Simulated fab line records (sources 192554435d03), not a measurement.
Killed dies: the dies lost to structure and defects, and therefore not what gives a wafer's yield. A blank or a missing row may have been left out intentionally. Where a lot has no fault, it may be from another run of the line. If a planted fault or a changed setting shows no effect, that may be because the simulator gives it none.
Which tool was responsible? -- flow n5-finfet -- route of 1938 steps, sampled at 1 step: 11 lots, 33 wafers

== WHAT EACH GAUGE READ, for each wafer ==
N5_BEOL_M14_INSPECT_55: inspects for defects (darkfield).
lot,measured,on,raw-defect-count
L698,day 11 12:01,defect-inspect-01,34 35 36
L699,day 11 13:32,defect-inspect-01,47 45 67
L702,day 12 05:22,defect-inspect-02,51 56 52
L706,day 13 05:26,defect-inspect-01,33 50 51
L707,day 13 06:17,defect-inspect-02,60 23 57
L708,day 13 14:38,defect-inspect-02,30 42 56
L709,day 13 18:02,defect-inspect-02,88 79 60
L713,day 14 14:05,defect-inspect-02,63 72 58
L711,day 14 18:28,defect-inspect-01,100 117 106
L719,day 17 03:00,defect-inspect-02,115 57 130
L720,day 18 05:30,defect-inspect-01,58 62 73

== WHAT TOOL EACH LOT RAN ON (gives the tool, then ch and the chambers of the sampled wafers, and finally the start) ==
Record: no process step prior to these readings.

== THE ANSWER, worked out from the rows above alone ==
Rule: usual is defined by the lots themselves. The widest of any qualifying gaps counts: lots, ordered by their means at a reading, are off when they make up no more than a third of the lots, leave a main group of 4 or more, and stand apart from it by 3 or more times the standard deviation of that group's means. If all means in a main group match to the digits the tables above print for the reading, that group is not used. A lot without any number at a reading at which 4 lots or more have one is off too. All remaining lots with rows at the step are treated as sound.
No lot is off on any of the readings shown, so nothing can be concluded from this.

== WHAT THE SIMULATOR HAD PUT IN ==
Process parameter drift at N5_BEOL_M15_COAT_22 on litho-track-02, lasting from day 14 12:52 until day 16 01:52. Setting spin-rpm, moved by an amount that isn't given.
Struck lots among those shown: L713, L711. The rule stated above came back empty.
